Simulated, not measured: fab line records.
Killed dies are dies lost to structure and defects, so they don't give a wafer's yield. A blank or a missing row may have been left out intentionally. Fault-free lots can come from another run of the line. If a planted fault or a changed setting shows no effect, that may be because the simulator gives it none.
fab line records | flow n5_finfet
[record] lots = 7 | wafers = 21
route steps=1938 shown SDB@350 HKMG_FIN@438 GATE_CUT@480 MOL_CONTACT_COAG@535 BEOL_M0_SAQP@638
start_h: start of the lot's first displayed wafer, in hours after the record's first day | wait_h: time in hours since the lot's previous step | " the same as in the row above | L1.1+2: several wafers, shown together as one row | - no value present, or no start provided | * or withheld: withheld | < > ~ a bound
route shown NAME@n: names a module that has steps shown in the file, with the first one's number in the route | usual: mean/standard deviation taken from wafers without a fault | same: alike in all rows | chamber/n: place in a boat | sites: each site's reading | _std_site: the standard deviation of these | _edge_site: mean of outer sites minus mean of inner sites | radius_mm: how far each site lies from the wafer's centre | mask NAME#n: copy n | behind: the tool/chamber that last shaped the wafer | hold: why the lot was held/for how many hours/how that ended | device: transistor that didn't switch, given as n, p or np | end of line: at the end of the route, the tests of the same wafers | step lacking rows: just its recipe | killed: at the first sort, the dies lost to defects and structure; wafer yield is something else | map: per-die view of a wafer (x killed, . not killed, _ where there is no die)
set.NAME: the run value of the setting; set.NAME@STEP: its run value at that earlier step | model.NAME: the simulator's own value behind a step, which no gauge read
lots where settings were altered on purpose, with a table for each step and a row for each wafer
[[steps]]
[step N5_SDB_COAT_05]
[recipe] resist = CAR-ArF | spin_rpm = 1500 | resist_thk_nm = 90
lot.wafer  | tool           | chamber | start_h | wait_h | set.spin_rpm | model.CAR-ArF_of_SDB_COAT_05.thk_nm
L074.1     | litho_track-02 | 0       | -       | -      | 1397         | 93.4
L074.5     | "              | 0       | "       | "      | 1500         | 90.2
L074.6     | "              | 0       | "       | "      | 1397         | 93.6
L079.2     | litho_track-02 | 0       | -       | -      | 1397         | 93.6
L079.3     | "              | 0       | "       | "      | 1500         | 90.6
L079.5     | "              | 0       | "       | "      | 1500         | 90.4
L082.1     | litho_track-01 | 0       | -       | -      | 1500         | 90.2
L082.2     | "              | 0       | "       | "      | 1500         | 89.8
L082.3     | "              | 0       | "       | "      | 1500         | 90
L084.2     | litho_track-05 | 0       | -       | -      | 1398         | 93.2
L084.3+5   | "              | 0       | "       | "      | 1500         | 90.2
L086.1     | litho_track-05 | 0       | -       | -      | 1363         | 94.2
L086.2     | "              | 0       | "       | "      | 1363         | 94.4
L086.6     | "              | 0       | "       | "      | 1500         | 90.2
L091.1     | litho_track-02 | 0       | -       | -      | 1500         | 89.8
L091.3     | "              | 0       | "       | "      | 1545         | 88.4
L091.5     | "              | 0       | "       | "      | 1545         | 88.6
L095.1+2+4 | litho_track-01 | 0       | -       | -      | 1500         | 89.8
[step N5_SDB_EBR_07]
[recipe] solvent = PGMEA | ebr_width_mm = 1.5
[step N5_SDB_SOFTBAKE_06]
[recipe] temp_c = 110 | time_s = 60 | resist = CAR-ArF
[step N5_SDB_EXPOSE_08]
[recipe] mask_id = SDB | na = 1.35 | source_shape = conventional | sigma_outer = 0.5 | polarization = unpolarized | dose_mj = 49.6
[step N5_SDB_PEB_09]
[recipe] peb_temp_c = withheld | peb_time_s = 60 | resist = CAR-ArF
[step N5_SDB_DEVELOP_10]
[recipe] develop_time_s = 30 | developer = TMAH | resist = CAR-ArF | rinse_liquid = diw | dry = air_spin | dev_temp_c = 23
lot.wafer | tool           | chamber | start_h | wait_h | set.spin_rpm@SDB_COAT_05 | model.CAR-ArF_of_SDB_COAT_05.thk_nm
L074.1+6  | litho_track-01 | 0       | -       | -      | 1397                     | 91.8
L074.5    | "              | 0       | "       | "      | 1500                     | 88.6
L079.2    | litho_track-02 | 0       | -       | -      | 1397                     | 92
L079.3    | "              | 0       | "       | "      | 1500                     | 88.8
L079.5    | "              | 0       | "       | "      | 1500                     | 88.6
L082.1    | litho_track-02 | 0       | -       | -      | 1500                     | 88.4
L082.2    | "              | 0       | "       | "      | 1500                     | 88
L082.3    | "              | 0       | "       | "      | 1500                     | 88.2
L084.2    | litho_track-01 | 0       | -       | -      | 1398                     | 91.6
L084.3    | "              | 0       | "       | "      | 1500                     | 88.4
L084.5    | "              | 0       | "       | "      | 1500                     | 88.6
L086.1    | litho_track-02 | 0       | -       | -      | 1363                     | 92.6
L086.2    | "              | 0       | "       | "      | 1363                     | 92.8
L086.6    | "              | 0       | "       | "      | 1500                     | 88.4
L091.1    | litho_track-02 | 0       | -       | -      | 1500                     | 88.2
L091.3    | "              | 0       | "       | "      | 1545                     | 86.6
L091.5    | "              | 0       | "       | "      | 1545                     | 87
L095.1+2  | litho_track-01 | 0       | -       | -      | 1500                     | 88
L095.4    | "              | 0       | "       | "      | 1500                     | 88.2
[step N5_SDB_DESCUM_16]
[recipe] chemistry = O2 | time_s = 7.9 | source_power_w = 50 | bias_power_w = 20 | pressure_mtorr = 20 | rf_frequency_hz = 2.712e+07 | temp_c = 40 | resist = CAR-ArF | o2_flow_sccm = 225
lot.wafer | tool        | chamber | start_h | wait_h | set.spin_rpm@SDB_COAT_05 | model.CAR-ArF_of_SDB_COAT_05.thk_nm
L074.1    | rie_diel-05 | 3       | 74.84   | 0.0    | 1397                     | 86.8
L074.5    | "           | 1       | "       | "      | 1500                     | 83.6
L074.6    | "           | 0       | "       | "      | 1397                     | 87
L079.2    | rie_diel-04 | 0       | 98.39   | 0.0    | 1397                     | 87
L079.3    | "           | 1       | "       | "      | 1500                     | 84
L079.5    | "           | 3       | "       | "      | 1500                     | 83.8
L082.1    | rie_diel-04 | 2       | 119.87  | 0.1    | 1500                     | 83.6
L082.2    | "           | 0       | "       | "      | 1500                     | 83.2
L082.3    | "           | 3       | "       | "      | 1500                     | 83.4
L084.2    | rie_diel-05 | 3       | 132.53  | 0.0    | 1398                     | 86.8
L084.3    | "           | 2       | "       | "      | 1500                     | 83.6
L084.5    | "           | 3       | "       | "      | 1500                     | 83.8
L086.1+2  | rie_diel-05 | 0,3     | 155.05  | 0.1    | 1363                     | 87.8
L086.6    | "           | 3       | "       | "      | 1500                     | 83.6
L091.1    | rie_diel-03 | 0       | 172.64  | 0.0    | 1500                     | 83.4
L091.3+5  | "           | 1,2     | "       | "      | 1545                     | 82
L095.1+2  | rie_diel-05 | 2,0     | 191.21  | 0.0    | 1500                     | 83.2
L095.4    | "           | 3       | "       | "      | 1500                     | 83.4
[step N5_SDB_ETCH_17]
[recipe] chemistry = CF4 | target = SiARC | target_depth_a = 234 | mask_material = CAR-ArF | time_s = 39 | ion_energy_ev = 80 | pressure_mtorr = 40 | source_w = 545 | bias_w = 36 | Ar_flow_sccm = 100 | cf4_flow_sccm = 100 | ends = cleared
lot.wafer | tool        | chamber | start_h | wait_h | set.spin_rpm@SDB_COAT_04 | model.etch.depth_nm
L074.1    | rie_diel-05 | 3       | 74.88   | 0.0    | 1392                     | 18.71
L074.5    | "           | 1       | "       | "      | 1500                     | 17.98
L074.6    | "           | 0       | "       | "      | 1392                     | 18.66
L079.2    | rie_diel-04 | 0       | 98.43   | 0.0    | 1500                     | 18.05
L079.3    | "           | 1       | "       | "      | 1424                     | 18.51
L079.5    | "           | 3       | "       | "      | 1424                     | 18.6
L082.1    | rie_diel-04 | 2       | 119.91  | 0.0    | 1500                     | 17.9
L082.2    | "           | 0       | "       | "      | 1500                     | 17.96
L082.3    | "           | 3       | "       | "      | 1607                     | 17.31
L084.2    | rie_diel-05 | 3       | 132.56  | 0.0    | 1500                     | 18.1
L084.3    | "           | 2       | "       | "      | 1500                     | 18.05
L084.5    | "           | 3       | "       | "      | 1500                     | 18.08
L086.1    | rie_diel-05 | 0       | 155.09  | 0.0    | 1430                     | 18.44
L086.2    | "           | 3       | "       | "      | 1500                     | 18.03
L086.6    | "           | 3       | "       | "      | 1430                     | 18.45
L091.1    | rie_diel-03 | 0       | 172.68  | 0.0    | 1344                     | 18.96
L091.3    | "           | 1       | "       | "      | 1500                     | 17.98
L091.5    | "           | 2       | "       | "      | 1344                     | 18.99
L095.1    | rie_diel-05 | 2       | 191.24  | 0.0    | 1500                     | 18.06
L095.2    | "           | 0       | "       | "      | 1500                     | 18.03
L095.4    | "           | 3       | "       | "      | 1500                     | 18.1
[step N5_SDB_ETCH_18]
[recipe] chemistry = N2/H2 | target = SOC | target_depth_a = 1000 | overetch_a = 200 | mask_material = SiARC | temp_c = 40 | time_s = 150 | ion_energy_ev = 200 | pressure_mtorr = 30 | source_w = 840 | bias_w = 150 | n2_flow_sccm = 200 | h2_flow_sccm = 200
lot.wafer  | tool        | chamber | start_h | wait_h | set.spin_rpm@SDB_COAT_04 | model.SiARC_of_SDB_COAT_04.thk_nm
L074.1+6   | rie_diel-05 | 3,0     | 74.91   | 0.0    | 1392                     | 13.6
L074.5     | "           | 1       | "       | "      | 1500                     | 12.8
L079.2     | rie_diel-04 | 0       | 98.46   | 0.0    | 1500                     | 12.4
L079.3     | "           | 1       | "       | "      | 1424                     | 13
L079.5     | "           | 3       | "       | "      | 1424                     | 13.2
L082.1+2   | rie_diel-04 | 2,0     | 119.94  | 0.0    | 1500                     | 12.4
L082.3     | "           | 3       | "       | "      | 1607                     | 11.8
L084.2+3+5 | rie_diel-05 | 3,2,3   | 132.60  | 0.0    | 1500                     | 13
L086.1     | rie_diel-05 | 0       | 155.12  | 0.0    | 1430                     | 13.6
L086.2     | "           | 3       | "       | "      | 1500                     | 13
L086.6     | "           | 3       | "       | "      | 1430                     | 13.4
L091.1     | rie_diel-03 | 0       | 172.71  | 0.0    | 1344                     | 14.2
L091.3     | "           | 1       | "       | "      | 1500                     | 12.8
L091.5     | "           | 2       | "       | "      | 1344                     | 13.6
L095.1+2+4 | rie_diel-05 | 2,0,3   | 191.28  | 0.0    | 1500                     | 13.2
[step N5_HKMG_FIN_ETCH_35]
[recipe] chemistry = N2/H2 | target = SOC | target_depth_a = 2158 | ion_energy_ev = 65 | bias_w = 5 | source_w = 3000 | time_s = 243.4 | pressure_mtorr = 30 | n2_flow_sccm = 200 | h2_flow_sccm = 200
[usual] rf_vpp_V = 141.6/0.98
lot.wafer | tool        | chamber | start_h | wait_h | set.bias_w | rf_vpp_V
L074.1    | rie_diel-03 | 3       | 83.98   | 0.0    | 5.693      | 154.9
L074.5    | "           | 1       | "       | "      | 5          | 141.0
L074.6    | "           | 0       | "       | "      | 5          | 141.3
L079.2    | rie_diel-03 | 2       | 110.91  | 0.0    | 5.456      | 151.2
L079.3    | "           | 1       | "       | "      | 5.456      | 150.2
L079.5    | "           | 1       | "       | "      | 5.456      | 150.5
L082.1    | rie_diel-03 | 1       | 129.52  | 0.0    | 5          | 141.3
L082.2    | "           | 2       | "       | "      | 5          | 142.5
L082.3    | "           | 3       | "       | "      | 5          | 141.5
L084.2    | rie_diel-05 | 2       | 141.88  | 0.0    | 5          | 141.9
L084.3    | "           | 1       | "       | "      | 4.305      | 126.7
L084.5    | "           | 0       | "       | "      | 5          | 140.6
L086.1    | rie_diel-04 | 2       | 164.62  | 0.0    | 5.702      | 153.7
L086.2    | "           | 3       | "       | "      | 5          | 141.6
L086.6    | "           | 0       | "       | "      | 5.702      | 154.6
L091.1    | rie_diel-05 | 2       | 182.08  | 0.0    | 5          | 141.6
L091.3    | "           | 1       | "       | "      | 5.609      | 154.0
L091.5    | "           | 0       | "       | "      | 5.609      | 152.1
L095.1    | rie_diel-05 | 1       | 200.68  | 0.0    | 5          | 142.0
L095.2    | "           | 2       | "       | "      | 5          | 139.7
L095.4    | "           | 3       | "       | "      | 5          | 142.6
[step N5_GATE_CUT_COAT_27]
[recipe] resist = underlayer | temp_c = 205 | time_s = 60 | spin_rpm = 1500 | resist_thk_nm = 10
lot.wafer  | tool           | chamber | start_h | wait_h | set.spin_rpm | model.underlayer_of_GATE_CUT_COAT_27.thk_nm
L074.1+5   | litho_track-02 | 0       | -       | -      | 1362         | 10.6
L074.6     | "              | 0       | "       | "      | 1500         | 10
L079.2+5   | litho_track-02 | 0       | -       | -      | 1500         | 10
L079.3     | "              | 0       | "       | "      | 1353         | 10.6
L082.1+3   | litho_track-02 | 0       | -       | -      | 1500         | 10
L082.2     | "              | 0       | "       | "      | 1372         | 10.4
L084.2     | litho_track-05 | 0       | -       | -      | 1401         | 10.4
L084.3+5   | "              | 0       | "       | "      | 1500         | 10
L086.1+2+6 | litho_track-02 | 0       | -       | -      | 1500         | 10
L091.1+3   | litho_track-05 | 0       | -       | -      | 1500         | 10
L091.5     | "              | 0       | "       | "      | 1340         | 10.6
L095.1+2+4 | litho_track-05 | 0       | -       | -      | 1500         | 10
[step N5_GATE_CUT_DESCUM_18]
[recipe] chemistry = O2 | time_s = 7 | source_power_w = 50 | bias_power_w = 20 | pressure_mtorr = 20 | rf_frequency_hz = 2.712e+07 | temp_c = 40 | resist = CAR-EUV | o2_flow_sccm = 225
lot.wafer  | tool        | chamber | start_h | wait_h | set.time_s | model.CAR-EUV_of_GATE_CUT_COAT_07.thk_nm
L074.1+5+6 | rie_diel-02 | 0,0,3   | 95.78   | 0.0    | 7          | 26.2
L079.2+3   | rie_diel-02 | 2,0     | 118.86  | 0.0    | 7          | 26.2
L079.5     | "           | 1       | "       | "      | 8.198      | 25.6
L082.1     | rie_diel-06 | 2       | 137.33  | 0.0    | 7          | 26
L082.2     | "           | 3       | "       | "      | 7          | 26.2
L082.3     | "           | 0       | "       | "      | 7.886      | 25.6
L084.2+3+5 | rie_diel-02 | 1,3,3   | 150.78  | 0.5    | 7          | 26.2
L086.1     | rie_diel-02 | 2       | 172.75  | 0.0    | 7.395      | 26
L086.2+6   | "           | 0       | "       | "      | 7          | 26.2
L091.1     | rie_diel-02 | 0       | 190.50  | 0.0    | 7          | 26
L091.3     | "           | 3       | "       | "      | 7.643      | 25.8
L091.5     | "           | 3       | "       | "      | 7          | 26.2
L095.1+2+4 | rie_diel-06 | 1,2,0   | 210.11  | 0.0    | 7          | 26
[step N5_GATE_CUT_ETCH_28]
[recipe] chemistry = N2/H2 | target = underlayer | target_depth_a = 130 | mask_material = CAR-EUV | time_s = 10.4 | ion_energy_ev = 200 | pressure_mtorr = 30 | source_w = 840 | bias_w = 150 | n2_flow_sccm = 200 | h2_flow_sccm = 200 | ends = cleared
lot.wafer | tool        | chamber | start_h | wait_h | set.spin_rpm@GATE_CUT_COAT_27 | model.etch.depth_nm
L074.1    | rie_diel-02 | 0       | 95.81   | 0.0    | 1362                          | 10.52
L074.5    | "           | 0       | "       | "      | 1362                          | 10.53
L074.6    | "           | 3       | "       | "      | 1500                          | 10.01
L079.2    | rie_diel-02 | 2       | 118.90  | 0.0    | 1500                          | 10
L079.3    | "           | 0       | "       | "      | 1353                          | 10.54
L079.5    | "           | 1       | "       | "      | 1500                          | 9.983
L082.1    | rie_diel-06 | 2       | 137.37  | 0.0    | 1500                          | 10.01
L082.2    | "           | 3       | "       | "      | 1372                          | 10.48
L082.3    | "           | 0       | "       | "      | 1500                          | 10.05
L084.2    | rie_diel-02 | 1       | 150.81  | 0.0    | 1401                          | 10.35
L084.3+5  | "           | 3       | "       | "      | 1500                          | 10.03
L086.1    | rie_diel-02 | 2       | 172.78  | 0.0    | 1500                          | 9.992
L086.2    | "           | 0       | "       | "      | 1500                          | 9.979
L086.6    | "           | 0       | "       | "      | 1500                          | 9.984
L091.1    | rie_diel-02 | 0       | 190.54  | 0.0    | 1500                          | 10
L091.3    | "           | 3       | "       | "      | 1500                          | 10.02
L091.5    | "           | 3       | "       | "      | 1340                          | 10.6
L095.1+2  | rie_diel-06 | 1,2     | 210.15  | 0.0    | 1500                          | 10.07
L095.4    | "           | 0       | "       | "      | 1500                          | 10.06
[step N5_GATE_CUT_ETCH_36]
[recipe] chemistry = CF4 | target = SiARC | target_depth_a = 130 | mask_material = CAR-EUV | time_s = 21.7 | ion_energy_ev = 80 | pressure_mtorr = 40 | source_w = 545 | bias_w = 36 | Ar_flow_sccm = 100 | cf4_flow_sccm = 100 | ends = cleared
lot.wafer  | tool        | chamber | start_h | wait_h | set.spin_rpm@GATE_CUT_COAT_27 | set.time_s@GATE_CUT_DESCUM_18 | model.CAR-EUV_of_GATE_CUT_COAT_07.thk_nm
L074.1+5   | rie_diel-02 | 0       | 95.83   | 0.0    | 1362                          | 7                             | 6.4
L074.6     | "           | 3       | "       | "      | 1500                          | 7                             | 7
L079.2     | rie_diel-02 | 2       | 118.92  | 0.0    | 1500                          | 7                             | 7
L079.3     | "           | 0       | "       | "      | 1353                          | 7                             | 6.4
L079.5     | "           | 1       | "       | "      | 1500                          | 8.198                         | 6.4
L082.1     | rie_diel-06 | 2       | 137.38  | 0.0    | 1500                          | 7                             | 7
L082.2     | "           | 3       | "       | "      | 1372                          | 7                             | 6.6
L082.3     | "           | 0       | "       | "      | 1500                          | 7.886                         | 6.6
L084.2     | rie_diel-02 | 1       | 150.83  | 0.0    | 1401                          | 7                             | 6.6
L084.3+5   | "           | 3       | "       | "      | 1500                          | 7                             | 7
L086.1     | rie_diel-02 | 2       | 172.80  | 0.0    | 1500                          | 7.395                         | 6.8
L086.2+6   | "           | 0       | "       | "      | 1500                          | 7                             | 7
L091.1     | rie_diel-02 | 0       | 190.56  | 0.0    | 1500                          | 7                             | 7
L091.3     | "           | 3       | "       | "      | 1500                          | 7.643                         | 6.6
L091.5     | "           | 3       | "       | "      | 1340                          | 7                             | 6.4
L095.1+2+4 | rie_diel-06 | 1,2,0   | 210.17  | 0.0    | 1500                          | 7                             | 6.8
[step N5_MOL_CONTACT_COAG_CONTACT_ETCH_14]
[recipe] chemistry = C4F6/O2 | target = SiO2 | target_depth_a = 275 | overetch_a = 85 | mask_material = SOC | pressure_mtorr = 30 | source_w = 370 | bias_w = 185 | Ar_flow_sccm = 300 | C4F6_flow_sccm = 16 | O2_flow_sccm = 10 | time_s = 20 | ion_energy_ev = 259.6
[usual] rf_vpp_V = 692.7/2.3
lot.wafer | tool        | chamber | start_h | wait_h | set.source_w | rf_vpp_V
L074.1    | rie_diel-05 | 3       | 104.43  | 0.0    | 370          | 692.8
L074.5    | "           | 0       | "       | "      | 370          | 687.7
L074.6    | "           | 1       | "       | "      | 370          | 695.1
L079.2    | rie_diel-04 | 1       | 122.89  | 0.0    | 327          | 716.3
L079.3    | "           | 2       | "       | "      | 327          | 711.8
L079.5    | "           | 1       | "       | "      | 370          | 690.9
L082.1    | rie_diel-04 | 3       | 141.39  | 0.0    | 370          | 695.4
L082.2    | "           | 0       | "       | "      | 416.3        | 664.4
L082.3    | "           | 1       | "       | "      | 370          | 690.7
L084.2    | rie_diel-05 | 1       | 154.87  | 0.0    | 392.3        | 678.2
L084.3    | "           | 3       | "       | "      | 392.3        | 680.9
L084.5    | "           | 3       | "       | "      | 392.3        | 680.7
L086.1    | rie_diel-03 | 1       | 176.72  | 0.0    | 370          | 694.0
L086.2    | "           | 0       | "       | "      | 411.4        | 672.4
L086.6    | "           | 3       | "       | "      | 411.4        | 668.3
L091.1    | rie_diel-03 | 3       | 194.56  | 0.0    | 370          | 694.1
L091.3    | "           | 2       | "       | "      | 370          | 694.7
L091.5    | "           | 1       | "       | "      | 370          | 693.8
L095.1    | rie_diel-04 | 3       | 214.31  | 0.0    | 370          | 694.6
L095.2    | "           | 1       | "       | "      | 370          | 691.5
L095.4    | "           | 2       | "       | "      | 370          | 690.5
[step N5_MOL_CONTACT_COAG_COAT_34]
[recipe] resist = CAR-EUV | spin_rpm = 1500 | resist_thk_nm = 40
lot.wafer | tool           | chamber | start_h | wait_h | set.spin_rpm | model.CAR-EUV_of_MOL_CONTACT_COAG_COAT_34.thk_nm
L074.1    | litho_track-01 | 0       | -       | -      | 1665         | 38.2
L074.5+6  | "              | 0       | "       | "      | 1500         | 40
L079.2+5  | litho_track-04 | 0       | -       | -      | 1500         | 40.2
L079.3    | "              | 0       | "       | "      | 1565         | 39.2
L082.1    | litho_track-04 | 0       | -       | -      | 1363         | 42.2
L082.2+3  | "              | 0       | "       | "      | 1500         | 40.2
L084.2    | litho_track-01 | 0       | -       | -      | 1500         | 40
L084.3+5  | "              | 0       | "       | "      | 1500         | 40.2
L086.1    | litho_track-05 | 0       | -       | -      | 1500         | 40
L086.2    | "              | 0       | "       | "      | 1500         | 40.2
L086.6    | "              | 0       | "       | "      | 1431         | 41.2
L091.1    | litho_track-01 | 0       | -       | -      | 1500         | 39.8
L091.3    | "              | 0       | "       | "      | 1500         | 40
L091.5    | "              | 0       | "       | "      | 1606         | 38.6
L095.1+4  | litho_track-01 | 0       | -       | -      | 1500         | 40
L095.2    | "              | 0       | "       | "      | 1500         | 40.2
[step N5_MOL_CONTACT_COAG_EBR_36]
[recipe] solvent = PGMEA | ebr_width_mm = 1.5
[step N5_MOL_CONTACT_COAG_SOFTBAKE_35]
[recipe] temp_c = 110 | time_s = 60 | resist = CAR-EUV
[step N5_MOL_CONTACT_COAG_EXPOSE_37]
[recipe] mask_id = VD | na = 0.33 | source_shape = annular | sigma_inner = 0.3 | sigma_outer = 0.7 | polarization = unpolarized | defocus_nm = 0 | dose_mj = 62
[step N5_MOL_CONTACT_COAG_PEB_38]
[recipe] peb_temp_c = 100 | peb_time_s = 60 | resist = CAR-EUV
[step N5_MOL_CONTACT_COAG_DEVELOP_39]
[recipe] develop_time_s = 30 | developer = TMAH | resist = CAR-EUV | rinse_liquid = surfactant_rinse | dry = air_spin | dev_temp_c = 23
lot.wafer  | tool           | chamber | start_h | wait_h | set.spin_rpm@MOL_CONTACT_COAG_COAT_34 | model.CAR-EUV_of_MOL_CONTACT_COAG_COAT_34.thk_nm
L074.1     | litho_track-04 | 0       | -       | -      | 1665                                  | 37.6
L074.5     | "              | 0       | "       | "      | 1500                                  | 39.6
L074.6     | "              | 0       | "       | "      | 1500                                  | 39.4
L079.2     | litho_track-04 | 0       | -       | -      | 1500                                  | 39.8
L079.3     | "              | 0       | "       | "      | 1565                                  | 38.8
L079.5     | "              | 0       | "       | "      | 1500                                  | 39.6
L082.1     | litho_track-01 | 0       | -       | -      | 1363                                  | 41.6
L082.2+3   | "              | 0       | "       | "      | 1500                                  | 39.6
L084.2+3+5 | litho_track-04 | 0       | -       | -      | 1500                                  | 39.6
L086.1+2   | litho_track-01 | 0       | -       | -      | 1500                                  | 39.6
L086.6     | "              | 0       | "       | "      | 1431                                  | 40.8
L091.1     | litho_track-04 | 0       | -       | -      | 1500                                  | 39.4
L091.3     | "              | 0       | "       | "      | 1500                                  | 39.6
L091.5     | "              | 0       | "       | "      | 1606                                  | 38.2
L095.1+4   | litho_track-01 | 0       | -       | -      | 1500                                  | 39.6
L095.2     | "              | 0       | "       | "      | 1500                                  | 39.8
[step N5_BEOL_M0_SAQP_PECVD_04]
[recipe] material = a-Si | target_thk_a = 600 | temp_c = 350 | precursor = SiH4/He | pressure_torr = 3 | rf_w = 100 | time_s = 60.2
lot.wafer | tool     | chamber | start_h | wait_h | set.time_s | model.a-Si_of_BEOL_M0_SAQP_PECVD_04.thk_nm
L074.1    | pecvd-03 | 2       | 121.78  | 0.0    | 60.2       | 60.2
L074.5    | "        | 1       | "       | "      | 60.2       | 59.6
L074.6    | "        | 2       | "       | "      | 60.2       | 60.4
L079.2    | pecvd-03 | 1       | 141.74  | 0.0    | 68.16      | 66.6
L079.3    | "        | 2       | "       | "      | 68.16      | 66.8
L079.5    | "        | 0       | "       | "      | 68.16      | 68
L082.1    | pecvd-03 | 0       | 158.03  | 0.0    | 60.2       | 59.4
L082.2    | "        | 1       | "       | "      | 54.54      | 53.6
L082.3    | "        | 2       | "       | "      | 60.2       | 60
L084.2    | pecvd-03 | 0       | 175.40  | 0.0    | 60.2       | 58.6
L084.3    | "        | 1       | "       | "      | 60.2       | 58.4
L084.5    | "        | 2       | "       | "      | 60.2       | 60.6
L086.1    | pecvd-02 | 2       | 197.94  | 0.0    | 60.2       | 61
L086.2    | "        | 1       | "       | "      | 68.13      | 67.8
L086.6    | "        | 2       | "       | "      | 60.2       | 60.4
L091.1    | pecvd-01 | 1       | 216.72  | 0.0    | 60.2       | 58.8
L091.3    | "        | 0       | "       | "      | 60.2       | 59.8
L091.5    | "        | 1       | "       | "      | 60.2       | 59.2
L095.1    | pecvd-02 | 1       | 231.85  | 0.0    | 60.2       | 58
L095.2    | "        | 0       | "       | "      | 60.2       | 59
L095.4    | "        | 1       | "       | "      | 60.2       | 59.4
[step N5_BEOL_M0_SAQP_THK_MEAS_05]
[usual] thk_nm = 59.6/0.75
lot.wafer | tool          | chamber | start_h | wait_h | set.time_s@BEOL_M0_SAQP_PECVD_04 | thk_nm
L074.1    | film_metro-02 | -       | 121.88  | 0.1    | 60.2                             | 60.2
L074.5    | "             | -       | "       | "      | 60.2                             | 59.6
L074.6    | "             | -       | "       | "      | 60.2                             | 60.3
L079.2    | film_metro-01 | -       | 141.83  | 0.1    | 68.16                            | 66.5
L079.3    | "             | -       | "       | "      | 68.16                            | 66.8
L079.5    | "             | -       | "       | "      | 68.16                            | 68.1
L082.1    | film_metro-01 | -       | 158.12  | 0.1    | 60.2                             | 59.4
L082.2    | "             | -       | "       | "      | 54.54                            | 53.6
L082.3    | "             | -       | "       | "      | 60.2                             | 60.0
L084.2    | film_metro-02 | -       | 175.50  | 0.1    | 60.2                             | 58.7
L084.3    | "             | -       | "       | "      | 60.2                             | 58.5
L084.5    | "             | -       | "       | "      | 60.2                             | 60.5
L086.1    | film_metro-02 | -       | 198.04  | 0.1    | 60.2                             | 60.9
L086.2    | "             | -       | "       | "      | 68.13                            | 67.7
L086.6    | "             | -       | "       | "      | 60.2                             | 60.4
L091.1    | film_metro-02 | -       | 216.82  | 0.1    | 60.2                             | 58.7
L091.3    | "             | -       | "       | "      | 60.2                             | 59.9
L091.5    | "             | -       | "       | "      | 60.2                             | 59.3
L095.1    | film_metro-01 | -       | 231.94  | 0.1    | 60.2                             | 58.1
L095.2    | "             | -       | "       | "      | 60.2                             | 58.9
L095.4    | "             | -       | "       | "      | 60.2                             | 59.4
[[key]]
[split] step = N5_SDB_COAT_05 | setting = spin_rpm | stated = 1500 | by = wafer
[response] step = N5_SDB_COAT_05 | reading = model.CAR-ArF_of_SDB_COAT_05.thk_nm | change = -0.454 | per = 1% | r = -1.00
[response] step = N5_SDB_DEVELOP_10 | reading = model.CAR-ArF_of_SDB_COAT_05.thk_nm | change = -0.469 | per = 1% | r = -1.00
[response] step = N5_SDB_DESCUM_16 | reading = model.CAR-ArF_of_SDB_COAT_05.thk_nm | change = -0.462 | per = 1% | r = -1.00
[split] step = N5_HKMG_FIN_ETCH_35 | setting = bias_w | stated = 5 | by = wafer
[response] step = N5_HKMG_FIN_ETCH_35 | reading = rf_vpp_V | change = +0.968 | per = 1% | r = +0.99
[split] step = N5_GATE_CUT_COAT_27 | setting = spin_rpm | stated = 1500 | by = wafer
[response] step = N5_GATE_CUT_COAT_27 | reading = model.underlayer_of_GATE_CUT_COAT_27.thk_nm | change = -0.0581 | per = 1% | r = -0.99
[response] step = N5_GATE_CUT_ETCH_28 | reading = model.etch.depth_nm | change = -0.0546 | per = 1% | r = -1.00
[response] step = N5_GATE_CUT_ETCH_36 | reading = model.CAR-EUV_of_GATE_CUT_COAT_07.thk_nm | slope = +0.058 | per = 1% | together_with = time_s@GATE_CUT_DESCUM_18 | explained = 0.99
[split] step = N5_GATE_CUT_DESCUM_18 | setting = time_s | stated = 7 | by = wafer
[response] step = N5_GATE_CUT_DESCUM_18 | reading = model.CAR-EUV_of_GATE_CUT_COAT_07.thk_nm | change = -0.036 | per = 1% | r = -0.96
[response] step = N5_GATE_CUT_ETCH_36 | reading = model.CAR-EUV_of_GATE_CUT_COAT_07.thk_nm | slope = -0.0361 | per = 1% | together_with = spin_rpm@GATE_CUT_COAT_27 | explained = 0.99
[split] step = N5_MOL_CONTACT_COAG_CONTACT_ETCH_14 | setting = source_w | stated = 370 | by = wafer
[response] step = N5_MOL_CONTACT_COAG_CONTACT_ETCH_14 | reading = rf_vpp_V | change = -2.14 | per = 1% | r = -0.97
[split] step = N5_MOL_CONTACT_COAG_COAT_34 | setting = spin_rpm | stated = 1500 | by = wafer
[response] step = N5_MOL_CONTACT_COAG_COAT_34 | reading = model.CAR-EUV_of_MOL_CONTACT_COAG_COAT_34.thk_nm | change = -0.192 | per = 1% | r = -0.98
[response] step = N5_MOL_CONTACT_COAG_DEVELOP_39 | reading = model.CAR-EUV_of_MOL_CONTACT_COAG_COAT_34.thk_nm | change = -0.196 | per = 1% | r = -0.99
[split] step = N5_BEOL_M0_SAQP_PECVD_04 | setting = time_s | stated = 60.2 | by = wafer
[response] step = N5_BEOL_M0_SAQP_PECVD_04 | reading = model.a-Si_of_BEOL_M0_SAQP_PECVD_04.thk_nm | change = +0.576 | per = 1% | r = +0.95
[response] step = N5_BEOL_M0_SAQP_THK_MEAS_05 | reading = thk_nm | change = * | per = 1% | r = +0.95
split outside_this_file step=N5_SDB_COAT_04 setting=spin_rpm
// split outside_this_file: this setting was split too, and the file shows its column; the key of that split is in another file
